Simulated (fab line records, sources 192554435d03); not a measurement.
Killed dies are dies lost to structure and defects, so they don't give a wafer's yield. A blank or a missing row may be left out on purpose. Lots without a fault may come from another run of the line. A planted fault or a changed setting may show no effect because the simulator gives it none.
Split-lot experiment | flow n5_finfet | 7 lots, 21 wafers read, on a route of 1938 steps

THE SPLIT
At N5_BEOL_M13_DEP_53 (deposits SiCN from 3MS/NH3, target thk 50 nm, time 17.8 s), the setting time_s was moved away from the recipe's 17.8 s on 6 of the 21 wafers read, by -9.8% to +7.2%. The other wafers ran this setting at the recipe's value.

The reading is taken at the split's own step.

THE READING
SiCN_of_BEOL_M13_DEP_53.thk_nm (the simulator's own value, which no gauge read), in nm, at N5_BEOL_M13_DEP_53 (deposits SiCN from 3MS/NH3, target thk 50 nm, time 17.8 s). The file gives no usual value for it. The 15 wafers here that ran the recipe average 49.8 nm, standard deviation 0.73 nm.

wafer  | tool, chamber at the split | time_s as run, s | against the recipe | SiCN_of_BEOL_M13_DEP_53.thk_nm, nm | against lot-mates on the recipe
L077.2 | pecvd-02, 2                | 17.8             | recipe             | 48.8                               | -
L077.3 | pecvd-02, 0                | 17.8             | recipe             | 49.2                               | -
L077.5 | pecvd-02, 0                | 18.73            | +5.2%              | 52.2                               | +3.2
L080.2 | pecvd-04, 1                | 17.8             | recipe             | 49.6                               | -
L080.4 | pecvd-04, 2                | 17.8             | recipe             | 50.8                               | -
L080.6 | pecvd-04, 1                | 17.8             | recipe             | 50.4                               | -
L083.3 | pecvd-02, 2                | 17.8             | recipe             | 49.4                               | -
L083.5 | pecvd-02, 0                | 17.8             | recipe             | 50.2                               | -
L083.6 | pecvd-02, 1                | 17.8             | recipe             | 50                                 | -
L090.1 | pecvd-03, 1                | 18.6             | +4.5%              | 52                                 | no lot-mate on the recipe
L090.3 | pecvd-03, 0                | 18.6             | +4.5%              | 51                                 | no lot-mate on the recipe
L090.6 | pecvd-03, 2                | 18.6             | +4.5%              | 52.4                               | no lot-mate on the recipe
L095.1 | pecvd-03, 0                | 17.8             | recipe             | 50.4                               | -
L095.2 | pecvd-03, 1                | 17.8             | recipe             | 49.6                               | -
L095.5 | pecvd-03, 2                | 17.8             | recipe             | 51.6                               | -
L096.2 | pecvd-03, 0                | 17.8             | recipe             | 49.4                               | -
L096.3 | pecvd-03, 2                | 17.8             | recipe             | 49.2                               | -
L096.6 | pecvd-03, 2                | 19.08            | +7.2%              | 54.2                               | +4.9
L097.1 | pecvd-02, 0                | 17.8             | recipe             | 49                                 | -
L097.2 | pecvd-02, 2                | 16.06            | -9.8%              | 44.6                               | -4.7
L097.3 | pecvd-02, 1                | 17.8             | recipe             | 49.6                               | -

THE FIT
A straight line over all 21 wafers: SiCN_of_BEOL_M13_DEP_53.thk_nm changes by +0.521 nm for each +1% of time_s; r = +0.93; the points scatter about the line by 0.72 nm.
The same after taking each lot's own level away (the mean of its wafers on the recipe; 18 wafers): +0.559 nm for each +1%; r = +0.96; scatter 0.54 nm.
On that fit, the largest move of time_s shifts the reading by 5.5 nm.
The lots' own levels span 49.00 to 50.53 nm, that is 2.1 times the standard deviation above.
So the lot-to-lot level changes the slope little: the two slopes agree.
Check: with one of the wafers moved furthest among these (-9.8%) left out of the fit, the line predicts -6.44 nm for it against its lot-mates. It came out at -4.7 nm against them.

OTHER SPLITS ON THESE WAFERS
These wafers also went through other splits before the reading. Each is held against what the fit with the lots' levels taken away leaves over:
other split on the same wafers | wafers away from the commonest value | r with SiCN_of_BEOL_M13_DEP_53.thk_nm (lot level and that fit taken away)
N5_BEOL_M10_EXPOSE_08 dose_mj  | 4                                    | +0.10
N5_BEOL_M12_ILD_DEP_00 time_s  | 9                                    | +0.20
N5_BEOL_M12_COAT_58 spin_rpm   | 8                                    | +0.13

THE FILE'S OWN FIT
SiCN_of_BEOL_M13_DEP_53.thk_nm changes by +0.561 nm for each +1% of time_s, r = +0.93.
